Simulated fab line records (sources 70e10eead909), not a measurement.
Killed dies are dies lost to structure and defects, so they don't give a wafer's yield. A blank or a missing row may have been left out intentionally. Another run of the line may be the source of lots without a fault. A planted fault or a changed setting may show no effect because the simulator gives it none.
fab line records	flow nand-harc
record lots=6	wafers=18	last-day=32
route steps=1302 shown A_M0@1157 A_M1@1169 END@1302
lots that met no fault: from a run of the same line without faults
start-h: hours from the record's opening day to when the first of the lot's shown wafers began	wait-h: time in hours since the lot's previous step	" identical to the entry in the row above	L1.1+2: several wafers, shown together as one row	- no value present, or no start provided	* or withheld: withheld	< > ~ a bound
route shown NAME@n: NAME is a module with steps in the file, n the number in the route of the first one	usual: average and standard deviation across the fault-free wafers	same: alike in all rows	chamber/n: place in a boat	sites: the reading at each site	_std_site: standard deviation of those values	_edge_site: outer sites' mean less inner sites'	radius-mm: for every site, how far away it sits from the centre of the wafer	mask NAME#n: copy n	behind: the tool/chamber that last shaped the wafer	hold: cause of the lot's hold/its duration in hours/its outcome	device: the n, p or np transistor that did not switch	end of line: the same wafers' tests at the end of the route	step lacking rows: just its recipe	killed: dies lost to structure and defects at the first sort, not the wafer's yield	map: a wafer's dies, marking killed ones x, the rest . and places with no die _
set.NAME: the setting as run; set.NAME@STEP: as run at that earlier step	model.NAME: the simulator's own value behind a step, which no gauge read
certain route steps with their lots: each step a table, each wafer a row
services: from which hour (start-h, from the record's first day; less than 0 if before it) a tool's chamber was out of use, for how many hours, and why
## steps
# step NHARC_A_M0_PRE_CLEAN_29
# recipe time-s=30	temp-c=280	gas=H2/He
# usual heater-power-w=400/45
lot.wafer	tool	chamber	start-h	wait-h	heater-power-w
L317.1	pvd-sputter-01	-	-	-	346
L317.3	"	-	"	"	355
L317.6	"	-	"	"	356
L322.2	pvd-sputter-02	-	-	-	460
L322.3	"	-	"	"	367
L322.5	"	-	"	"	473
L325.3	pvd-sputter-03	-	-	-	364
L325.5	"	-	"	"	422
L325.6	"	-	"	"	372
L335.1	pvd-sputter-03	-	-	-	378
L335.3	"	-	"	"	440
L335.2	"	-	"	"	377
L337.3	pvd-sputter-01	-	-	-	384
L337.6	"	-	"	"	452
L337.5	"	-	"	"	322
L336.3	pvd-sputter-02	-	-	-	372
L336.1	"	-	"	"	456
L336.6	"	-	"	"	373
# step NHARC_A_M0_PVD_20
# recipe target-thk-a=50	bias-v=168.6	power-w=15000	chamber-pressure-pa=0.12	time-s=8.06	substrate-temp-c=50	material=TaN
# usual throttle-valve-pct=30.4/0.97
lot.wafer	tool	chamber	start-h	wait-h	throttle-valve-pct
L317.1	pvd-sputter-01	-	-	-	29.8
L317.3	"	-	"	"	32.6
L317.6	"	-	"	"	30.2
L322.2	pvd-sputter-02	-	-	-	29.5
L322.3	"	-	"	"	30.9
L322.5	"	-	"	"	29.7
L325.3	pvd-sputter-03	-	-	-	31.0
L325.6	"	-	"	"	31.4
L325.5	"	-	"	"	31.4
L335.3	pvd-sputter-03	-	-	-	31.1
L335.2	"	-	"	"	28.3
L335.1	"	-	"	"	30.1
L337.3	pvd-sputter-01	-	-	-	30.2
L337.5	"	-	"	"	30.9
L337.6	"	-	"	"	32.7
L336.3	pvd-sputter-02	-	-	-	30.2
L336.1	"	-	"	"	31.1
L336.6	"	-	"	"	30.0
# step NHARC_A_M0_PVD_21
# recipe target-thk-a=300	chamber-pressure-pa=5	power-w=5000	substrate-temp-c=30	time-s=20.49	material=Cu
# step NHARC_A_M0_ECD_22
# recipe target-thk-a=4000	bath-temp-c=25	material=Cu
# step NHARC_A_M0_ANNEAL_30
# recipe temp-c=225	time-s=90
# usual wafer_temp_C_max=226.2/0.31
lot.wafer	tool	chamber	start-h	wait-h	wafer_temp_C_max
L317.1	rtp-anneal-01	0	524.52	0.3	226.5
L317.3	"	0	"	"	226.4
L317.6	"	0	"	"	225.9
L322.2	rtp-anneal-01	0	583.99	-	226.4
L322.3	"	0	"	"	226.6
L322.5	"	0	"	"	226.4
L325.3	rtp-anneal-01	0	605.20	0.3	226.2
L325.5	"	0	"	"	226.3
L325.6	"	0	"	"	226.1
L335.1	rtp-anneal-02	0	702.37	0.3	225.8
L335.2	"	0	"	"	226.3
L335.3	"	0	"	"	226.0
L337.3	rtp-anneal-01	0	716.40	0.4	226.1
L337.5	"	0	"	"	226.2
L337.6	"	0	"	"	226.8
L336.1	rtp-anneal-01	0	720.52	-	226.6
L336.3	"	0	"	"	226.1
L336.6	"	0	"	"	227.0
# step NHARC_A_M0_CMP_23
# recipe t-overpolish-s=20	target-thk-nm=113.75
# step NHARC_A_M0_THK_MEAS_24
# recipe thk-meas-gauge=xrf
# usual thk-nm=113.9/1.7
lot.wafer	tool	chamber	start-h	wait-h	thk-nm
L317.1	film-metro-01	-	525.19	-	113.3
L317.3	"	-	"	"	114.9
L317.6	"	-	"	"	114.0
L322.2	film-metro-02	-	584.59	-	116.9
L322.3	"	-	"	"	115.5
L322.5	"	-	"	"	114.2
L325.3	film-metro-01	-	605.76	-	113.4
L325.5	"	-	"	"	114.0
L325.6	"	-	"	"	115.8
L335.1	film-metro-02	-	703.03	-	113.5
L335.2	"	-	"	"	116.3
L335.3	"	-	"	"	113.5
L337.3	film-metro-01	-	716.96	-	112.9
L337.5	"	-	"	"	114.9
L337.6	"	-	"	"	110.7
L336.1	film-metro-02	-	721.19	-	111.2
L336.3	"	-	"	"	113.6
L336.6	"	-	"	"	112.4
# step NHARC_A_M0_SRD_25
# step NHARC_A_M0_INSPECT_27
# usual raw-defect-count=528/120
lot.wafer	tool	chamber	start-h	wait-h	raw-defect-count
L317.1	defect-inspect-02	-	525.34	0.0	691
L317.3	"	-	"	"	544
L317.6	"	-	"	"	522
L322.2	defect-inspect-02	-	584.75	0.0	506
L322.3	"	-	"	"	528
L322.5	"	-	"	"	506
L325.3	defect-inspect-01	-	605.92	0.0	514
L325.5	"	-	"	"	474
L325.6	"	-	"	"	552
L335.1	defect-inspect-01	-	703.18	0.0	456
L335.2	"	-	"	"	460
L335.3	"	-	"	"	757
L337.3	defect-inspect-02	-	717.12	0.0	383
L337.5	"	-	"	"	498
L337.6	"	-	"	"	336
L336.1	defect-inspect-01	-	721.35	0.0	740
L336.3	"	-	"	"	661
L336.6	"	-	"	"	602
# step NHARC_A_M0_PRE_CLEAN_31
# recipe time-s=12	temp-c=370	rf-power-w=300	gas=NH3
# step NHARC_A_M0_DEP_32
# recipe target-thk-a=300	temp-c=370	target-thk-nm=30	pressure-torr=3	flow-sccm=200	rf-w=450	material=SiCN
# usual heater-power-outer-w=320/50	heater-power-w=577/71
lot.wafer	tool	chamber	start-h	wait-h	heater-power-outer-w	heater-power-w
L317.1	pecvd-01	2	525.49	0.1	341	563
L317.3	"	0	"	"	310	552
L317.6	"	2	"	"	347	584
L322.3	pecvd-02	1	584.90	0.1	312	545
L322.2	"	2	"	"	353	659
L322.5	"	2	"	"	352	641
L325.3	pecvd-04	2	606.06	0.1	323	549
L325.6	"	2	"	"	318	542
L325.5	"	0	"	"	335	581
L335.3	pecvd-04	1	703.33	0.1	203	402
L335.2	"	2	"	"	322	582
L335.1	"	0	"	"	345	619
L337.3	pecvd-01	2	717.34	0.1	392	615
L337.5	"	2	"	"	381	619
L337.6	"	0	"	"	303	564
L336.3	pecvd-04	1	721.54	0.1	211	433
L336.1	"	2	"	"	304	556
L336.6	"	2	"	"	303	568
# step NHARC_A_M1_DEP_00
# recipe target-thk-a=1825	target-thk-nm=182.5	temp-c=withheld	pressure-torr=5	flow-sccm=200	rf-w=600	material=SiOC
lot.wafer	tool	chamber	start-h	wait-h
L317.3+1+6	pecvd-04	1,2,2	525.95	-
L322.2+3+5	pecvd-04	1,2,0	585.31	-
L325.3+6+5	pecvd-04	0,1,0	606.54	-
L335.3+2+1	pecvd-01	0,1,2	703.74	-
L337.3+6+5	pecvd-02	2,0,1	717.75	-
L336.1+3+6	pecvd-01	2,0,2	722.16	-
# step NHARC_A_M1_DEHYDRATE_01
# recipe temp-c=150	time-s=120
# step NHARC_A_M1_HMDS_02
# recipe time-s=30
# step NHARC_A_M1_COAT_34
# recipe temp-c=200	time-s=65
# step NHARC_A_M1_COAT_03
# recipe spin-rpm=1500	resist-thk-nm=90
# step NHARC_A_M1_SOFTBAKE_04
# recipe temp-c=105	time-s=55
# step NHARC_A_M1_EBR_05
# step NHARC_A_M1_EXPOSE_06
# recipe na=1.35	target-cd-nm=120	dose-mj=75.13	mask-id=A_M1
# step NHARC_A_M1_PEB_07
# recipe peb-temp-c=100	peb-time-s=65
# step NHARC_A_M1_DEVELOP_08
# recipe develop-time-s=35	dev-temp-c=23
# step NHARC_A_M1_CD_MEAS_09
# recipe target-cd-nm=120	landing-energy-ev=500
# usual cd-nm=119.7/0.53
lot.wafer	tool	chamber	start-h	wait-h	cd-nm
L317.1	cd-sem-03	0	526.74	-	119.0
L317.3	"	0	"	"	119.4
L317.6	"	0	"	"	119.8
L322.2	cd-sem-01	0	586.14	-	119.9
L322.3	"	0	"	"	120.3
L322.5	"	0	"	"	120.0
L325.3	cd-sem-02	0	607.17	-	119.6
L325.5	"	0	"	"	119.3
L325.6	"	0	"	"	118.5
L335.1	cd-sem-02	0	704.58	-	120.0
L335.2	"	0	"	"	119.9
L335.3	"	0	"	"	120.1
L337.3	cd-sem-02	0	718.59	-	119.4
L337.5	"	0	"	"	119.3
L337.6	"	0	"	"	119.5
L336.1	cd-sem-03	0	722.82	-	119.6
L336.3	"	0	"	"	119.6
L336.6	"	0	"	"	119.4
# step NHARC_A_M1_OVL_MEAS_10
# recipe pitch-nm=240
# usual overlay-x-nm=0.0/0.75	overlay-y-nm=0.1/0.73
lot.wafer	tool	chamber	start-h	wait-h	overlay-x-nm	overlay-y-nm
L317.1	overlay-01	-	526.83	-	0.4	-0.1
L317.3	"	-	"	"	0.1	0.1
L317.6	"	-	"	"	0.3	0.2
L322.2	overlay-01	-	586.23	-	0.4	0.1
L322.3	"	-	"	"	0.6	0.0
L322.5	"	-	"	"	0.9	-0.4
L325.3	overlay-01	-	607.25	-	0.3	1.2
L325.5	"	-	"	"	0.7	1.4
L325.6	"	-	"	"	0.3	0.8
L335.1	overlay-02	-	704.66	-	-0.9	-0.1
L335.2	"	-	"	"	-0.4	-0.1
L335.3	"	-	"	"	-0.9	-0.3
L337.3	overlay-02	-	718.67	-	-0.2	0.8
L337.5	"	-	"	"	0.1	1.0
L337.6	"	-	"	"	-0.2	0.9
L336.1	overlay-01	-	722.91	-	-0.7	-0.4
L336.3	"	-	"	"	-0.4	-0.1
L336.6	"	-	"	"	-0.6	-0.6
# step NHARC_A_M1_INSPECT_11
# usual raw-defect-count=93/36
lot.wafer	tool	chamber	start-h	wait-h	raw-defect-count
L317.1	defect-inspect-01	-	526.88	0.1	94
L317.3	"	-	"	"	93
L317.6	"	-	"	"	112
L322.2	defect-inspect-02	-	586.27	0.0	971
L322.3	"	-	"	"	134
L322.5	"	-	"	"	134
L325.3	defect-inspect-01	-	607.29	0.0	105
L325.5	"	-	"	"	121
L325.6	"	-	"	"	950
L335.1	defect-inspect-02	-	704.70	0.0	160
L335.2	"	-	"	"	161
L335.3	"	-	"	"	168
L337.3	defect-inspect-01	-	718.71	0.0	47
L337.5	"	-	"	"	55
L337.6	"	-	"	"	35
L336.1	defect-inspect-01	-	722.95	0.0	80
L336.3	"	-	"	"	83
L336.6	"	-	"	"	80
# step NHARC_A_M1_DESCUM_14
# recipe time-s=3	o2-flow-sccm=200	ar-flow-sccm=0	bias-power-w=0	chemistry=O2
# usual drypump-motor-current-A=5.5/0.59	oes-product-au=0.999/0.0094	rf-vpp-V=57.7/0.83	showerhead-plenum-p-Torr=1.89/0.091	throttle-valve-pct=11.312/0.0088
lot.wafer	tool	chamber	start-h	wait-h	drypump-motor-current-A	oes-product-au	rf-hours-counter-h	rf-vpp-V	showerhead-plenum-p-Torr	throttle-valve-pct
L317.3	rie-diel-11	2	526.96	0.1	4.7	0.985	3	57.1	1.78	11.295
L317.1	"	3	"	"	4.7	0.988	4	57.0	1.78	11.318
L317.6	"	0	"	"	5.4	0.993	-	58.6	2.03	11.318
L322.3	rie-diel-10	1	586.34	0.1	6.4	1.010	0	57.7	1.99	11.294
L322.2	"	2	"	"	5.3	0.992	0	58.8	1.82	11.305
L322.5	"	0	"	"	6.6	1.004	-	57.4	1.88	11.313
L325.3	rie-diel-10	0	607.35	0.1	6.6	1.006	1	57.5	1.88	11.303
L325.5	"	0	"	"	6.6	1.006	-	57.4	1.88	11.318
L325.6	"	1	"	"	6.4	1.002	-	57.2	1.99	11.309
L335.1	rie-diel-11	2	704.76	0.1	4.7	1.003	2	58.8	1.78	11.308
L335.2	"	3	"	"	4.7	0.992	3	58.8	1.78	11.293
L335.3	"	0	"	"	5.4	1.006	3	59.4	2.03	11.318
L337.3	rie-diel-06	1	718.79	0.1	5.8	0.979	5	57.1	1.91	11.312
L337.6	"	3	"	"	5.2	1.006	-	57.7	1.80	11.313
L337.5	"	0	"	"	5.5	1.003	-	57.5	1.85	11.324
L336.1	rie-diel-11	3	723.02	0.1	4.7	0.981	4	57.4	1.78	11.297
L336.3	"	0	"	"	5.4	0.988	3	58.8	2.03	11.304
L336.6	"	3	"	"	4.7	0.975	-	57.4	1.78	11.305
# step NHARC_END_SORT_01
# recipe temp-c=25
# usual defect-limited-yield=90.1/2.5	killed-at-array=62/18	killed-at-other=0.9/1.2	killed-at-periphery=4.2/2.9	killed-dies=67/17	killed-open=3.6/1.9	killed-short=2.5/1.6
# same gross-dies=677
lot.wafer	tool	chamber	start-h	wait-h	defect-limited-yield[%]	killed-at-array	killed-at-other	killed-at-periphery	killed-dies	killed-open	killed-short
L322.2	prober-02	0	625.61	2.8	73.1	182	0	0	182	4	2
L325.6	prober-02	0	651.54	4.0	76.4	160	0	0	160	3	2
# killed by level:class
L322.2 A_M1:unspecified=97 A_CHANNEL_HOLE_D1:chamber-film-flake=30 A_SLIT:chamber-film-flake=29 A_CHANNEL_HOLE_D2:chamber-film-flake=12 A_WL_FILL:chamber-film-flake=6 A_ONON_D1:geometric-particle:open=2 A_CHANNEL_FILL_D2:geometric-particle:short=1 A_SGD_CUT:geometric-particle:open=1
L325.6 A_M1:unspecified=95 A_CHANNEL_HOLE_D1:chamber-film-flake=30 A_SLIT:chamber-film-flake=24 A_STAIRCASE:chamber-film-flake=2 A_CONTACT:chamber-film-flake=2 A_CHANNEL_FILL_D1:geometric-particle:open=1 A_DECK1_JOINT:geometric-particle:open=1 A_ONON_D2:geometric-particle:short=1
# map L322.2 (x killed, . not)
____________.____________
_________......._________
_______..........._______
______.............______
_____..............._____
____..........x......____
____..xx...........x.____
___..xxx..............___
___xxxx..........x....___
__..x.xx.x.............__
__..xxxx...............__
_x.xxxxx................_
_..xxx.x.............x.._
_......................x_
_....x................xx_
_....x.............x..xx_
....x..............x..x..
...................xxxxxx
.......x.............x...
.................x..xxx..
....x.x...xx.......xxxx..
_....xxxx.x......xxxxxxx_
_....xxxxxx.........x.xx_
_...xxxxxxxx.....x.xxxxx_
_..xxxxxxxxx......x..xxx_
_..xxxxxxxx........x.x.._
__.xxxxxxxxx.x....xx...__
__.xxxxxxxxx...........__
___xxxxxxxxx........x.___
___xxxxxxxxx..........___
____xxxxxxxx.........____
____.xxxxx......x....____
_____x.xxx.........._____
______x..xx........______
_______..x........_______
_________......._________
____________.____________
# map L325.6 (x killed, . not)
____________.____________
_________......._________
_______..........._______
______.............______
_____..............._____
____..x..............____
____xxx..............____
___xxxxx..............___
___.xxxxx.............___
__.x.xxx...............__
__x.xxxx...............__
_....xxx................_
_x...xx................._
_x....x................x_
_....x.x.............xxx_
_..................x.xx._
.....................xxxx
....................xxxxx
....................xxxxx
x....x...............xx..
.......x.x.............x.
_.....xxxx....x...x...x._
_.....xxx..x............_
_...xxxxxxx............._
_..xxxxxxxx.x..........._
_..xxxxxxxxxx....x......_
__.xxxxxxxxx...........__
__.xxxxxxxxxx..........__
___.xxxxxxx.xx........___
___.xxxxxxxx..........___
____xxxxxxxx.x...x...____
____.xxxxxx..........____
_____xxxx...x......._____
______xxx..........______
_______x.........._______
_________......._________
____________.____________
## services
tool	chamber	start-h	hours	kind
pvd-sputter-03	-	502.00	10.0	pm
pvd-sputter-01	-	502.33	0.5	repair
pvd-sputter-01	-	503.74	2.1	repair
pecvd-01	1	513.91	4.2	repair
pvd-sputter-02	-	526.57	0.9	repair
pecvd-02	-	532.35	2.1	repair
pecvd-01	1	539.24	6.0	repair
rie-diel-11	1	544.97	13.2	repair
pvd-sputter-01	-	558.46	10.0	pm
pecvd-02	-	565.66	13.0	pm
rie-diel-11	3	570.24	9.9	repair
rie-diel-10	-	572.50	9.0	pm
pvd-sputter-01	-	580.10	1.5	repair
rie-diel-11	-	585.50	9.0	pm
rie-diel-10	2	594.51	12.0	repair
rie-diel-10	-	599.08	1.2	repair
pecvd-04	-	607.49	13.0	pm
pvd-sputter-02	-	614.00	10.0	pm
pvd-sputter-01	-	620.69	11.8	repair
pecvd-01	-	649.26	13.0	pm
rie-diel-11	2	669.27	8.2	repair
pvd-sputter-03	-	677.18	4.3	repair
pvd-sputter-01	-	691.81	1.9	repair
pecvd-04	2	700.54	2.5	repair
## key
first-sign step=NHARC_A_M1_INSPECT_11	reading=raw-defect-count	direction=up	sigmas=24	usual=93	struck=960
effect step=NHARC_END_SORT_01	reading=killed-at-array	direction=up	sigmas=6.2	usual=62	struck=171
more-kills-born-at NHARC_A_M1_DEP_00@pecvd-04=192
met-at NHARC_A_M1_DEP_00
struck-wafers L322.2,L325.6
onset-between 525.95 585.31
fault kind=chamber-particle-source	tool=pecvd-04	chamber=1	onset-h=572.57	steps=NHARC_A_M1_DEP_00	rate-per-visit-cm2=1.3442	end-h=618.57
